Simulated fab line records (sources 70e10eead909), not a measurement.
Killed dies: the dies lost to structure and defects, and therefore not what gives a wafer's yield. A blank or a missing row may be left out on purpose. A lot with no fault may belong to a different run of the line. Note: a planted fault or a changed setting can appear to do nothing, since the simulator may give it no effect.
fab line records -- flow nand-harc
record: lots: 13, wafers: 39, last-day: 33
route steps=1302 shown P_CONTACT@234 END@1302
lots that met no fault: taken from a fault-free run of the same line
start-h: the number of hours between the record's first day and the start of the first shown wafer of the lot -- wait-h: hours elapsed since this lot's preceding step -- " identical to the entry in the row above -- L1.1+2: a row that stands for several wafers -- - no value, or no start given -- * or withheld: withheld -- < > ~ a bound
route shown NAME@n: names a module that has steps shown in the file, with the first one's number in the route -- usual: mean/standard deviation of fault-free wafers -- same: alike in all rows -- chamber/n: place in a boat -- sites: readings site by site -- _std_site: the standard deviation of these -- _edge_site: the outer-site mean with the inner-site mean subtracted -- radius-mm: how far each site lies from the wafer's centre -- mask NAME#n: copy n -- behind: the last tool/chamber to shape the wafer -- hold: reason for holding the lot/hours on hold/outcome of the hold -- device: whichever transistor did not switch (one of n, p or np) -- end of line: the same wafers' tests at the end of the route -- where a step has no rows: the recipe by itself -- killed: not the wafer's yield, but the dies lost to structure and defects at the first sort -- map: dies across one wafer; x = killed, . = not, _ = none there
set.NAME: the setting as run; set.NAME@STEP: as run at that earlier step -- model.NAME: the simulator's own value behind a step, which no gauge read
the route's steps for a sample of lots (tables are steps, rows are wafers)
services: when a tool's chamber went out of use (start-h, in hours from the record's first day, below 0 if earlier), for how many hours, and the reason
== steps ==
step: NHARC_P_CONTACT_INSPECT_14
usual: raw-defect-count: 4.0/2.3
lot.wafer,tool,chamber,start-h,wait-h,raw-defect-count
L391.2,defect-inspect-01,-,141.56,0.0,4
L391.3,defect-inspect-01,-,141.56,0.0,7
L391.6,defect-inspect-01,-,141.56,0.0,4
L390.2,defect-inspect-01,-,142.12,0.0,4
L390.4,defect-inspect-01,-,142.12,0.0,3
L390.6,defect-inspect-01,-,142.12,0.0,2
L392.4,defect-inspect-02,-,151.81,0.0,7
L392.5,defect-inspect-02,-,151.81,0.0,6
L392.6,defect-inspect-02,-,151.81,0.0,4
L395.3,defect-inspect-01,-,177.23,0.0,0
L395.4,defect-inspect-01,-,177.23,0.0,8
L395.5,defect-inspect-01,-,177.23,0.0,8
L396.2,defect-inspect-02,-,187.39,0.0,6
L396.3,defect-inspect-02,-,187.39,0.0,4
L396.5,defect-inspect-02,-,187.39,0.0,4
L397.2,defect-inspect-01,-,194.05,0.0,6
L397.4,defect-inspect-01,-,194.05,0.0,3
L397.5,defect-inspect-01,-,194.05,0.0,1
L398.1,defect-inspect-01,-,211.49,0.0,7
L398.5,defect-inspect-01,-,211.49,0.0,8
L398.6,defect-inspect-01,-,211.49,0.0,13
L399.1,defect-inspect-02,-,214.87,0.0,6
L399.3,defect-inspect-02,-,214.87,0.0,4
L399.6,defect-inspect-02,-,214.87,0.0,5
L401.4,defect-inspect-02,-,238.08,0.0,2
L401.5,defect-inspect-02,-,238.08,0.0,2
L401.6,defect-inspect-02,-,238.08,0.0,8
L403.2,defect-inspect-01,-,261.45,0.0,5
L403.4,defect-inspect-01,-,261.45,0.0,6
L403.5,defect-inspect-01,-,261.45,0.0,6
L410.2,defect-inspect-02,-,325.68,0.0,1
L410.4,defect-inspect-02,-,325.68,0.0,3
L410.5,defect-inspect-02,-,325.68,0.0,4
L411.4,defect-inspect-02,-,338.58,0.0,4
L411.5,defect-inspect-02,-,338.58,0.0,3
L411.6,defect-inspect-02,-,338.58,0.0,3
L412.2,defect-inspect-02,-,345.46,0.0,2
L412.3,defect-inspect-02,-,345.46,0.0,2
L412.4,defect-inspect-02,-,345.46,0.0,4
step: NHARC_P_CONTACT_ETCH_31
recipe: target-depth-a: 300, time-s: 85.7, ion-energy-ev: 120, over-etch-frac: 1, ch3f-flow-sccm: 50, o2-flow-sccm: 30, ar-flow-sccm: 200, rf-w: 500, bias-w: 100, chemistry: CH3F/O2
usual: drypump-motor-current-A: 5.7/0.47, o2-flow-sccm: 30.01/0.091, oes-product-au: 0.977/0.014, rf-vpp-V: 244.7/1.7, showerhead-plenum-p-Torr: 2.48/0.1, throttle-valve-pct: 20.662/0.0088
lot.wafer,tool,chamber,start-h,wait-h,drypump-motor-current-A,o2-flow-sccm,oes-product-au,rf-hours-counter-h,rf-vpp-V,showerhead-plenum-p-Torr,throttle-valve-pct
L391.3,rie-diel-07,3,-,-,5.5,29.98,0.975,0.4,243.6,2.34,20.649
L391.2,rie-diel-07,2,-,-,6.4,30.05,0.981,0.5,242.8,2.45,20.648
L391.6,rie-diel-07,0,-,-,6.4,29.88,0.975,-,241.7,2.32,20.650
L390.4,rie-diel-13,1,-,-,4.8,29.90,0.986,2.9,246.9,2.60,20.652
L390.2,rie-diel-13,2,-,-,5.6,29.98,1.005,2.9,247.8,2.58,20.653
L390.6,rie-diel-13,0,-,-,5.6,30.12,0.981,-,243.0,2.45,20.662
L392.4,rie-diel-13,0,-,-,5.6,30.17,0.965,3.6,244.5,2.45,20.655
L392.6,rie-diel-13,0,-,-,5.6,30.10,0.966,-,244.7,2.45,20.654
L392.5,rie-diel-13,1,-,-,4.8,29.94,0.969,-,245.9,2.60,20.677
L395.3,rie-diel-01,1,-,-,5.8,30.04,0.996,7.9,244.2,2.48,20.652
L395.4,rie-diel-01,0,-,-,5.3,30.13,0.995,7.9,246.8,2.61,20.673
L395.5,rie-diel-01,2,-,-,5.5,30.07,0.973,-,243.4,2.41,20.667
L396.2,rie-diel-01,2,-,-,5.5,29.93,0.949,7.8,243.9,2.41,20.656
L396.3,rie-diel-01,0,-,-,5.3,29.91,0.979,8.3,245.1,2.61,20.657
L396.5,rie-diel-01,2,-,-,5.5,29.85,0.946,-,243.5,2.41,20.689
L397.4,rie-diel-01,2,-,-,5.5,30.18,0.978,8.8,243.6,2.41,20.662
L397.2,rie-diel-01,3,-,-,6.1,29.92,0.962,8.8,241.4,2.36,20.662
L397.5,rie-diel-01,2,-,-,5.5,30.18,0.983,-,242.6,2.41,20.665
L398.1,rie-diel-13,1,-,-,4.8,29.96,0.981,0.8,245.0,2.60,20.664
L398.5,rie-diel-13,0,-,-,5.6,29.97,0.977,-,244.1,2.45,20.660
L398.6,rie-diel-13,3,-,-,6.5,30.02,0.979,-,246.5,2.56,20.664
L399.3,rie-diel-07,1,-,-,5.9,29.93,1.000,2.2,246.4,2.64,20.674
L399.1,rie-diel-07,2,-,-,6.4,30.02,0.980,2.1,245.7,2.45,20.664
L399.6,rie-diel-07,1,-,-,5.9,30.01,0.995,-,246.4,2.64,20.664
L401.4,rie-diel-01,1,-,-,5.8,30.11,0.955,0.5,242.8,2.48,20.664
L401.5,rie-diel-01,3,-,-,6.2,30.09,0.956,-,243.5,2.36,20.662
L401.6,rie-diel-01,0,-,-,5.2,29.92,0.956,-,246.0,2.61,20.677
L403.2,rie-diel-07,2,-,-,6.4,29.93,0.977,3.5,243.3,2.45,20.673
L403.4,rie-diel-07,1,-,-,5.9,29.94,0.984,3.5,246.9,2.64,20.646
L403.5,rie-diel-07,2,-,-,6.4,30.00,0.975,-,244.9,2.45,20.669
L410.4,rie-diel-07,3,-,-,5.5,30.09,0.990,0.6,243.2,2.34,20.660
L410.2,rie-diel-07,2,-,-,6.4,30.05,0.997,0.8,244.1,2.45,20.673
L410.5,rie-diel-07,0,-,-,6.5,29.99,0.989,-,242.4,2.32,20.685
L411.4,rie-diel-01,1,-,-,5.7,29.98,0.975,-,245.4,2.48,20.664
L411.5,rie-diel-01,2,-,-,5.5,30.02,0.967,-,243.6,2.40,20.665
L411.6,rie-diel-01,0,-,-,5.3,30.15,0.970,-,245.4,2.60,20.665
L412.3,rie-diel-01,0,-,-,5.2,30.03,0.992,9.5,246.2,2.60,20.660
L412.4,rie-diel-01,2,-,-,5.5,29.99,0.960,9.2,244.1,2.40,20.645
L412.2,rie-diel-01,3,-,-,6.1,29.79,0.945,6.9,243.0,2.36,20.660
step: NHARC_P_CONTACT_CD_MEAS_19
usual: cd-nm: 88.5/1.6
lot.wafer,tool,chamber,start-h,wait-h,cd-nm
L391.2,cd-sem-03,-,142.49,-,90.8
L391.3,cd-sem-03,-,142.49,-,91.0
L391.6,cd-sem-03,-,142.49,-,88.4
L390.2,cd-sem-01,-,143.05,-,87.2
L390.4,cd-sem-01,-,143.05,-,84.8
L390.6,cd-sem-01,-,143.05,-,86.1
L392.4,cd-sem-01,-,152.75,-,86.8
L392.5,cd-sem-01,-,152.75,-,84.3
L392.6,cd-sem-01,-,152.75,-,88.1
L395.3,cd-sem-03,-,178.17,-,86.8
L395.4,cd-sem-03,-,178.17,-,85.4
L395.5,cd-sem-03,-,178.17,-,88.9
L396.2,cd-sem-02,-,188.32,-,88.2
L396.3,cd-sem-02,-,188.32,-,88.6
L396.5,cd-sem-02,-,188.32,-,87.9
L397.2,cd-sem-01,-,194.98,-,89.3
L397.4,cd-sem-01,-,194.98,-,90.3
L397.5,cd-sem-01,-,194.98,-,88.0
L398.1,cd-sem-03,-,212.57,-,86.7
L398.5,cd-sem-03,-,212.57,-,87.9
L398.6,cd-sem-03,-,212.57,-,88.8
L399.1,cd-sem-03,-,215.80,-,90.6
L399.3,cd-sem-03,-,215.80,-,91.1
L399.6,cd-sem-03,-,215.80,-,92.3
L401.4,cd-sem-02,-,239.02,-,88.2
L401.5,cd-sem-02,-,239.02,-,90.7
L401.6,cd-sem-02,-,239.02,-,86.3
L403.2,cd-sem-02,-,262.39,-,90.6
L403.4,cd-sem-02,-,262.39,-,92.0
L403.5,cd-sem-02,-,262.39,-,90.1
L410.2,cd-sem-03,-,326.62,-,88.3
L410.4,cd-sem-03,-,326.62,-,88.9
L410.5,cd-sem-03,-,326.62,-,88.4
L411.4,cd-sem-01,-,339.66,-,89.3
L411.5,cd-sem-01,-,339.66,-,88.0
L411.6,cd-sem-01,-,339.66,-,87.7
L412.2,cd-sem-02,-,346.39,-,91.2
L412.3,cd-sem-02,-,346.39,-,87.6
L412.4,cd-sem-02,-,346.39,-,87.8
step: NHARC_P_CONTACT_ALD_22
recipe: target-thk-a: 30, pulse-time-s: 1, ald-cycles: 150, temp-c: 450, material: TiN
usual: ald-cycles: 150/0, heater-power-w: 1060/110, precursor-pulse-height-rel: 1.001/0.018
lot.wafer,tool,chamber,start-h,wait-h,ald-cycles,heater-power-w,precursor-pulse-height-rel
L391.3,ald-metal-03,0,143.46,-,150,1209,0.997
L391.2,ald-metal-03,2,143.46,-,150,954,0.991
L391.6,ald-metal-03,0,143.46,-,150,1215,1.019
L390.2,ald-metal-02,2,144.00,-,150,963,1.006
L390.4,ald-metal-02,0,144.00,-,150,889,1.017
L390.6,ald-metal-02,2,144.00,-,150,933,1.000
L392.4,ald-metal-01,0,153.72,-,150,1065,1.019
L392.5,ald-metal-01,3,153.72,-,150,1155,0.962
L392.6,ald-metal-01,0,153.72,-,150,1067,0.988
L395.3,ald-metal-03,3,179.20,-,150,1069,1.004
L395.4,ald-metal-03,1,179.20,-,150,1116,1.019
L395.5,ald-metal-03,0,179.20,-,150,1213,0.983
L396.2,ald-metal-02,3,189.32,-,150,1188,0.994
L396.3,ald-metal-02,0,189.32,-,150,901,1.011
L396.5,ald-metal-02,2,189.32,-,150,970,1.012
L397.2,ald-metal-01,1,195.93,-,150,931,1.015
L397.4,ald-metal-01,3,195.93,-,150,1154,0.990
L397.5,ald-metal-01,1,195.93,-,150,910,0.994
L398.1,ald-metal-01,2,213.56,-,150,1072,1.006
L398.5,ald-metal-01,1,213.56,-,150,927,0.999
L398.6,ald-metal-01,2,213.56,-,150,1075,0.991
L399.3,ald-metal-01,0,216.77,-,150,1081,1.012
L399.1,ald-metal-01,2,216.77,-,150,1063,0.971
L399.6,ald-metal-01,1,216.77,-,150,927,0.976
L401.4,ald-metal-01,1,239.97,-,76,946,1.018
L401.5,ald-metal-01,1,239.97,-,76,940,0.966
L401.6,ald-metal-01,2,239.97,-,76,1092,1.016
L403.4,ald-metal-01,2,263.36,-,76,1060,0.984
L403.2,ald-metal-01,3,263.36,-,150,1122,1.012
L403.5,ald-metal-01,1,263.36,-,76,924,0.989
L410.4,ald-metal-03,0,327.68,-,150,1177,1.030
L410.2,ald-metal-03,2,327.68,-,150,966,1.003
L410.5,ald-metal-03,0,327.68,-,150,1184,0.988
L411.4,ald-metal-02,0,340.65,-,150,885,1.014
L411.5,ald-metal-02,3,340.65,-,150,1162,0.998
L411.6,ald-metal-02,0,340.65,-,150,911,0.991
L412.2,ald-metal-01,1,347.34,-,150,933,0.991
L412.3,ald-metal-01,2,347.34,-,150,1090,1.064
L412.4,ald-metal-01,0,347.34,-,150,1074,0.991
step: NHARC_END_SORT_01
recipe: temp-c: 25
usual: killed-at-array: 55/23, killed-at-other: 1.0/1.2, killed-at-periphery: 3.2/2.7, killed-dies: 59/23, killed-open: 3.1/1.6, killed-short: 2.2/1.5
same: gross-dies: 677
lot.wafer,tool,chamber,start-h,wait-h,hold,killed-at-array,killed-at-other,killed-at-periphery,killed-dies,killed-open,killed-short
L395.3,prober-01,0,606.05,3.1,-,83,1,6,90,2,5
L395.4,prober-01,0,606.85,3.4,-,93,2,7,102,2,9
L395.5,prober-01,0,607.65,3.7,-,58,2,7,67,4,3
L399.1,prober-02,0,649.63,2.5,-,89,4,4,97,6,3
L399.3,prober-02,0,651.25,3.1,-,73,4,2,79,2,2
L399.6,prober-02,0,653.68,4.1,-,69,4,2,75,1,5
L397.2,prober-01,0,650.35,2.8,-,34,1,6,41,4,0
L397.4,prober-01,0,651.96,3.4,-,30,0,1,31,2,0
L397.5,prober-01,0,652.76,3.7,-,22,1,1,24,2,2
L398.1,prober-01,0,657.38,2.5,-,31,2,2,35,0,0
L398.5,prober-01,0,660.58,3.7,-,45,2,9,56,4,1
L398.6,prober-01,0,661.37,4.0,-,32,0,7,39,1,0
L401.4,prober-01,0,675.72,3.4,await-dispo/1.2h/release,69,1,607,677,3,0
L401.5,prober-01,0,676.52,3.7,await-dispo/1.2h/release,72,1,604,677,3,3
L401.6,prober-01,0,677.31,4.0,await-dispo/1.2h/release,71,2,604,677,4,3
L403.2,prober-02,0,699.41,6.6,await-dispo/8.4h/release,47,0,1,48,3,2
L403.4,prober-02,0,701.01,7.2,await-dispo/8.4h/release,66,0,611,677,5,5
L403.5,prober-02,0,701.81,7.5,await-dispo/8.4h/release,43,0,634,677,3,3
L412.2,prober-01,0,778.39,2.8,-,39,0,0,39,4,3
L412.3,prober-01,0,779.18,3.1,-,41,0,1,42,5,4
L412.4,prober-01,0,779.97,3.4,-,46,0,4,50,5,2
L411.4,prober-02,0,782.38,3.4,-,41,1,1,43,2,2
L411.5,prober-02,0,783.18,3.7,-,47,4,3,54,4,2
L411.6,prober-02,0,783.98,4.0,-,55,2,1,58,1,4
killed by level:class
L395.3 A_CHANNEL_HOLE_D1:chamber-film-flake=40 A_CHANNEL_HOLE_D2:chamber-film-flake=26 A_CONTACT:chamber-film-flake=7 A_M1:chamber-film-flake=4 P_M2:chamber-film-flake=2 A_WL_FILL:chamber-film-flake=2 P_STI:geometric-particle:short=1 P_CONTACT:geometric-particle:short=1
L395.4 A_CHANNEL_HOLE_D2:chamber-film-flake=39 A_CHANNEL_HOLE_D1:chamber-film-flake=36 P_ZERO_WELL:chamber-film-flake=4 A_CONTACT:chamber-film-flake=4 A_CHANNEL_FILL_D2:geometric-particle:short=3 A_ONON_D1:geometric-particle:short=2 A_WL_FILL:geometric-particle:short=2 P_M2:chamber-film-flake=2
L395.5 A_CHANNEL_HOLE_D1:chamber-film-flake=24 A_CHANNEL_HOLE_D2:chamber-film-flake=20 P_ZERO_WELL:chamber-film-flake=3 P_M2:chamber-film-flake=3 A_CONTACT:chamber-film-flake=3 A_CHANNEL_FILL_D1:geometric-particle:open=2 A_CHANNEL_FILL_D1:chamber-film-flake=2 A_M1:chamber-film-flake=2
L399.1 A_CHANNEL_HOLE_D1:chamber-film-flake=31 A_SLIT:chamber-film-flake=27 A_CHANNEL_HOLE_D2:chamber-film-flake=13 A_CHANNEL_FILL_D1:chamber-film-flake=4 A_CONTACT:chamber-film-flake=4 THIN_TSV:chamber-film-flake=4 A_WL_FILL:chamber-film-flake=2 P_GATE:geometric-particle:open=1
L397.2 A_CHANNEL_HOLE_D2:chamber-film-flake=16 P_GATE:chamber-film-flake=4 A_SLIT:chamber-film-flake=4 A_STAIRCASE:chamber-film-flake=3 A_CHANNEL_HOLE_D1:chamber-film-flake=2 A_WL_FILL:chamber-film-flake=2 P_CONTACT:geometric-particle:open=1 A_ONON_D1:geometric-particle:open=1
L399.3 A_SLIT:chamber-film-flake=26 A_CHANNEL_HOLE_D1:chamber-film-flake=22 A_CHANNEL_HOLE_D2:chamber-film-flake=12 A_CONTACT:chamber-film-flake=4 THIN_TSV:chamber-film-flake=4 A_WL_FILL:chamber-film-flake=3 A_M0:geometric-particle:short=2 P_STI:chamber-film-flake=2
L397.4 A_CHANNEL_HOLE_D2:chamber-film-flake=14 A_STAIRCASE:chamber-film-flake=4 A_CHANNEL_HOLE_D1:chamber-film-flake=3 A_WL_FILL:geometric-particle:open=2 A_WL_FILL:chamber-film-flake=2 A_M1:chamber-film-flake=2 P_GATE:chamber-film-flake=1 A_ZERO_WELL:chamber-film-flake=1
L397.5 A_CHANNEL_HOLE_D2:chamber-film-flake=10 A_CHANNEL_HOLE_D1:chamber-film-flake=5 P_BONDPAD:geometric-particle:open=1 A_ONON_D1:geometric-particle:short=1 A_DECK1_JOINT:geometric-particle:short=1 A_CONTACT:geometric-particle:open=1 A_ZERO_WELL:chamber-film-flake=1 A_CHANNEL_FILL_D2:chamber-film-flake=1
L399.6 A_CHANNEL_HOLE_D1:chamber-film-flake=32 A_SLIT:chamber-film-flake=17 A_CHANNEL_HOLE_D2:chamber-film-flake=10 THIN_TSV:chamber-film-flake=3 A_ONON_D1:geometric-particle:short=2 P_GATE:chamber-film-flake=2 A_WL_FILL:chamber-film-flake=2 A_CHANNEL_FILL_D2:geometric-particle:short=1
L398.1 A_CHANNEL_HOLE_D2:chamber-film-flake=9 A_CHANNEL_HOLE_D1:chamber-film-flake=6 A_CONTACT:chamber-film-flake=5 A_SLIT:chamber-film-flake=4 A_CHANNEL_FILL_D1:chamber-film-flake=2 A_DECK1_JOINT:chamber-film-flake=2 THIN_TSV:chamber-film-flake=2 P_ZERO_WELL:chamber-film-flake=1
L398.5 A_CHANNEL_HOLE_D2:chamber-film-flake=16 A_CONTACT:chamber-film-flake=10 A_CHANNEL_HOLE_D1:chamber-film-flake=5 P_GATE:chamber-film-flake=3 A_DECK1_JOINT:chamber-film-flake=3 A_SLIT:chamber-film-flake=3 P_ZERO_WELL:chamber-film-flake=2 P_CONTACT:chamber-film-flake=2
L398.6 A_CHANNEL_HOLE_D1:chamber-film-flake=9 A_CHANNEL_HOLE_D2:chamber-film-flake=8 P_GATE:chamber-film-flake=5 A_CONTACT:chamber-film-flake=4 A_SLIT:chamber-film-flake=4 A_DECK1_JOINT:chamber-film-flake=2 A_STAIRCASE:chamber-film-flake=2 A_WL_FILL:geometric-particle:open=1
L401.4 P_CONTACT:area-ald=606 A_CHANNEL_HOLE_D1:chamber-film-flake=38 A_CHANNEL_HOLE_D2:chamber-film-flake=15 A_CHANNEL_FILL_D2:chamber-film-flake=4 A_CONTACT:chamber-film-flake=4 A_SLIT:chamber-film-flake=3 A_CHANNEL_HOLE_D1:geometric-particle:open=1 A_CHANNEL_FILL_D1:geometric-particle:open=1
L401.5 P_CONTACT:area-ald=602 A_CHANNEL_HOLE_D1:chamber-film-flake=32 A_CHANNEL_HOLE_D2:chamber-film-flake=22 A_STAIRCASE:chamber-film-flake=4 A_CONTACT:chamber-film-flake=3 A_ONON_D1:geometric-particle:short=2 A_DECK1_JOINT:chamber-film-flake=2 A_CHANNEL_FILL_D2:chamber-film-flake=2
L401.6 P_CONTACT:area-ald=602 A_CHANNEL_HOLE_D1:chamber-film-flake=27 A_CHANNEL_HOLE_D2:chamber-film-flake=24 A_CONTACT:chamber-film-flake=6 A_STAIRCASE:chamber-film-flake=5 A_CHANNEL_FILL_D2:geometric-particle:short=2 A_SLIT:chamber-film-flake=2 P_BONDPAD:geometric-particle:open=1
L403.2 A_CHANNEL_HOLE_D1:chamber-film-flake=31 A_STAIRCASE:chamber-film-flake=3 A_CHANNEL_HOLE_D2:chamber-film-flake=2 A_M1:chamber-film-flake=2 A_ONON_D1:geometric-particle:open=1 A_DECK1_JOINT:geometric-particle:open=1 A_CHANNEL_FILL_D2:geometric-particle:short=1 A_SGD_CUT:geometric-particle:short=1
L403.4 P_CONTACT:area-ald=607 A_CHANNEL_HOLE_D1:chamber-film-flake=32 A_CONTACT:chamber-film-flake=7 A_STAIRCASE:chamber-film-flake=6 A_CHANNEL_HOLE_D2:chamber-film-flake=4 A_SLIT:chamber-film-flake=3 A_M1:chamber-film-flake=3 A_WL_FILL:geometric-particle:short=2
L403.5 P_CONTACT:area-ald=628 A_CHANNEL_HOLE_D1:chamber-film-flake=26 A_STAIRCASE:chamber-film-flake=4 A_CONTACT:chamber-film-flake=4 P_GATE:chamber-film-flake=3 A_WL_FILL:geometric-particle:short=2 A_SLIT:chamber-film-flake=2 P_M1:geometric-particle:short=1
L412.2 A_CHANNEL_HOLE_D1:chamber-film-flake=16 A_SLIT:chamber-film-flake=8 A_CONTACT:chamber-film-flake=8 A_ONON_D2:geometric-particle:short=2 A_SOURCE_PLATE:geometric-particle:open=1 A_SOURCE_PLATE:geometric-particle:short=1 A_CHANNEL_FILL_D2:geometric-particle:open=1 A_WL_FILL:geometric-particle:open=1
L412.3 A_CHANNEL_HOLE_D1:chamber-film-flake=15 A_SLIT:chamber-film-flake=13 A_CONTACT:chamber-film-flake=3 A_ONON_D2:geometric-particle:short=2 P_M1:geometric-particle:open=1 A_ONON_D1:geometric-particle:open=1 A_DECK1_JOINT:geometric-particle:open=1 A_CHANNEL_FILL_D2:geometric-particle:short=1
L412.4 A_CHANNEL_HOLE_D1:chamber-film-flake=16 A_SLIT:chamber-film-flake=11 A_CONTACT:chamber-film-flake=6 A_CHANNEL_HOLE_D2:chamber-film-flake=3 A_CHANNEL_FILL_D2:chamber-film-flake=3 P_ZERO_WELL:chamber-film-flake=2 A_M0:geometric-particle:open=2 A_SGD_CUT:chamber-film-flake=2
L411.4 A_SLIT:chamber-film-flake=14 A_CHANNEL_HOLE_D2:chamber-film-flake=12 A_CONTACT:chamber-film-flake=4 A_STAIRCASE:chamber-film-flake=3 A_ZERO_WELL:chamber-film-flake=2 A_CHANNEL_FILL_D1:chamber-film-flake=2 A_ONON_D1:geometric-particle:open=1 A_ONON_D1:geometric-particle:short=1
L411.5 A_CHANNEL_HOLE_D2:chamber-film-flake=20 A_SLIT:chamber-film-flake=13 THIN_TSV:chamber-film-flake=4 A_STAIRCASE:chamber-film-flake=3 A_BLC:geometric-particle:open=2 A_CHANNEL_HOLE_D1:chamber-film-flake=2 A_CHANNEL_FILL_D1:chamber-film-flake=2 P_GATE:geometric-particle:short=1
L411.6 A_CHANNEL_HOLE_D2:chamber-film-flake=21 A_SLIT:chamber-film-flake=19 A_CHANNEL_HOLE_D1:chamber-film-flake=3 A_STAIRCASE:chamber-film-flake=3 A_CONTACT:chamber-film-flake=3 A_CHANNEL_FILL_D2:geometric-particle:short=2 A_ZERO_WELL:chamber-film-flake=2 THIN_TSV:chamber-film-flake=2
== services ==
tool,chamber,start-h,hours,kind
rie-diel-13,1,131.68,4.8,repair
ald-metal-03,-,134.24,1.1,repair
rie-diel-13,-,165.00,9.0,pm
rie-diel-07,-,167.71,1.0,repair
ald-metal-01,-,170.00,10.0,pm
ald-metal-01,0,170.00,11.7,vent-cycle
ald-metal-01,1,170.00,10.0,vent-cycle
rie-diel-01,-,186.22,0.5,repair
rie-diel-13,2,196.21,16.4,repair
rie-diel-01,-,203.91,9.0,pm
ald-metal-03,-,212.00,10.0,pm
rie-diel-01,1,219.52,18.4,repair
rie-diel-01,0,243.00,4.4,repair
rie-diel-07,2,253.62,6.0,repair
ald-metal-02,-,254.00,10.0,pm
rie-diel-13,3,267.09,18.9,repair
rie-diel-07,2,267.68,3.7,repair
rie-diel-07,-,294.20,9.0,pm
rie-diel-07,3,304.47,6.8,repair
ald-metal-02,0,308.60,2.5,repair
rie-diel-01,3,319.09,25.3,repair
rie-diel-01,1,320.48,6.3,repair
rie-diel-07,2,339.42,6.1,repair
rie-diel-13,-,342.00,9.0,pm
== key ==
first-sign: step: NHARC_P_CONTACT_ALD_22, reading: ald-cycles, direction: down, sigmas: 99+, usual: 150, struck: 76
effect: step: NHARC_END_SORT_01, reading: killed-at-periphery, direction: up, sigmas: 99+, usual: 3.2, struck: 612
more-kills-born-at: NHARC_P_CONTACT_ALD_22@ald-metal-01: 3045
met-at NHARC_P_CONTACT_ALD_22
struck-lots L401,L403
struck-wafers L401.4,L401.5,L401.6,L403.4,L403.5
later-rows-left-out L401.4,L401.5,L401.6,L403.4,L403.5
tester-left-out L401,L403
not-acting-at NHARC_P_CONTACT_INSPECT_14,NHARC_P_CONTACT_ETCH_31,NHARC_P_CONTACT_CD_MEAS_19
onset-between 216.77 239.97
fault: kind: process-parameter-drift, tool: ald-metal-01, chamber: -, onset-h: 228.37, steps: NHARC_P_CONTACT_ALD_22, channel: ald-cycles, offset: -74, shape: step, end-h: 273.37, scope: struck-wafers-only, acts-in: these-recipes-only, stated: 150
tester-left-out: of these lots the tester's yield and bins aren't shown, on N5 and GAA mostly nor the transistor test; their killed dies are dies lost to structure and defects alone, not to doping, threshold or leakage, so they don't give the yield
later-rows-left-out: the simulator's readings of these wafers behind a module that went badly wrong aren't trusted and aren't shown, but for the sort
